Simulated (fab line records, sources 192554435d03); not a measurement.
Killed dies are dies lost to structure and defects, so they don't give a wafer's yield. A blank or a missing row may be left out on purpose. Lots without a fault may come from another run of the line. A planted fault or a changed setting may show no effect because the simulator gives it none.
A struck lot beside a sound one | flow n5_finfet | 17 steps out of a route of 1938
Sound: wafers L786.3, L786.4, L786.5. Struck: wafers L782.3, L782.4, L782.5. The cause comes at the end.
At each step with rows: each side's tool, then ch and its chambers, then its first start. Under that, the readings that differ: sound wafers | struck wafers | difference of the means | sigmas: that difference in standard deviations of wafers without a fault.
alike: readings whose means differ by less than 2 such deviations, and words and numbers that are the same on both sides. not compared: withheld readings, readings that some wafer has no value for, bounds like >300 that may hide the same value, and numbers for which the record gives no deviation and whose values overlap.
The two part at a step that has a row with sigmas, a row that says differs or no value, or rows on one side only. Numbers that don't overlap but have no deviation are shown without sigmas and don't part them. A reading that every wafer of one side lacks parts them only if that side has two wafers or more.

first, 11 steps without rows for these wafers: N5_MOL_CONTACT_COAG_DESCUM_88 (chemistry O2, time 7 s); N5_MOL_CONTACT_COAG_ETCH_89 (etches underlayer in N2/H2, target depth 13 nm, time 10.4 s); N5_MOL_CONTACT_COAG_ETCH_90 (etches SiARC in CF4, target depth 13 nm, time 21.7 s); N5_MOL_CONTACT_COAG_ALD_131 (deposits SiO2, target thk 5 nm, pulse time 1 s, co reactant pulse time 1 s); N5_MOL_CONTACT_COAG_ETCHBACK_132 (etches SiO2 in CHF3, target depth 10 nm, time 6.7 s); N5_MOL_CONTACT_COAG_ETCH_91 (etches SOC in N2/H2, target depth 60 nm, overetch 21 nm, time 101.2 s); N5_MOL_CONTACT_COAG_STRIP_92 (strips in N2/H2); N5_MOL_CONTACT_COAG_STRIP_93 (strips in N2/H2); N5_MOL_CONTACT_COAG_ETCHBACK_135 (etches SiO2 in CHF3, target depth 25 nm, time 16.7 s); N5_MOL_CONTACT_COAG_STRIP_118 (strips in CHF3); N5_MOL_CONTACT_COAG_VIA_ETCH_46 (etches SiO2 in C4F6/O2, target depth 46 nm, overetch 9.2 nm, time 40 s).
N5_MOL_CONTACT_COAG_STRIP_96: strips in N2/H2.
  sound on rie_diel-03 ch 0,2,3, day 10 04:46; struck on rie_diel-01 ch 0,1,3, day 9 03:53
  no value came back on the struck wafers for any of 9 readings (bias_power_w (W), chamber_pressure_mTorr (mTorr) and others); on the sound wafers bias_power_w (W) reads 27.95 27.88 27.95
  reading                                            | sound | struck         | difference | sigmas
  model.SOC_of_MOL_CONTACT_COAG_COAT_75.thk_nm (nm)  | 0 0 0 | 50.8 50.8 50.6 | +50.7      |
  model.SiO2_of_MOL_CONTACT_COAG_ALD_131.thk_nm (nm) | 0 0 0 | 5 5 5          | +5         |
  not compared: rf_hours_counter_h
then, 1 step without rows for these wafers: N5_MOL_CONTACT_COAG_ETCH_47 (etches SiNx in CH3F/O2, stops on W, target depth 27 nm).
N5_MOL_CONTACT_COAG_STRIP_119: strips in N2/H2, time 30 s.
  sound on plasma_asher-02 ch 0,1, day 10 04:54; struck on plasma_asher-01 ch 0,1, day 9 04:01
  reading                                           | sound | struck       | difference | sigmas
  model.SOC_of_MOL_CONTACT_COAG_COAT_75.thk_nm (nm) | 0 0 0 | 26.2 26.2 26 | +26.1      |
  alike: drypump_motor_current_A, h2_flow_sccm, heater_power_w
  not compared: rf_hours_counter_h
then, 1 step without rows for these wafers: N5_MOL_CONTACT_COAG_PRECLEAN_144 (cleans in alkaline clean, time 60 s).
N5_BEOL_M4_RC_MEAS_101:
  the record has rows for the sound wafers here (prober-01 ch 0, day 13 05:57) and none for the struck ones
-- the record jumps here: 7 days lie between the struck wafers' starts before and after (it left off in module BEOL_M4 and takes up again in module PASSIVATION, whose first step shown is number 1936 of the route) --
N5_PASSIVATION_PROBE_49:
  sound on prober-01, day 17 17:21; struck on prober-02, day 16 01:46
  reading                  | sound          | struck         | difference | sigmas
  defect_limited_yield (%) | 89.3 89.6 88.5 | 0 0 0          | -89        | -59
  killed_at_contacts       | 2 13 8         | 1084 1064 1054 | +1060      | +99 or more
  killed_dies              | 126 123 136    | 1180 1180 1180 | +1052      | +58
  killed_on_rim            | 20 14 24       | 152 152 152    | +133       | +29
  sort_bin_5_function (%)  | 5.7 6.4 6.2    | 97.4 96.6 95.6 | +90.4      | +90
  sort_n_pass              | 1054 1057 1044 | 0 0 0          | -1052      | -58
  sort_yield_pct (%)       | 89.3 89.6 88.5 | 0 0 0          | -89        | -59
  alike: killed_at_M0_to_M3, killed_at_M4_up, killed_at_front_end, killed_at_other, killed_open, killed_short, sort_bin_6_memory

WHERE THEY PART
First at N5_MOL_CONTACT_COAG_STRIP_96; last, within this record, at N5_PASSIVATION_PROBE_49.

WHY: what the simulator had put in
Skipped step whole: rie_diel-01, from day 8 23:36 on, at N5_MOL_CONTACT_COAG_STRIP_96. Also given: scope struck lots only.
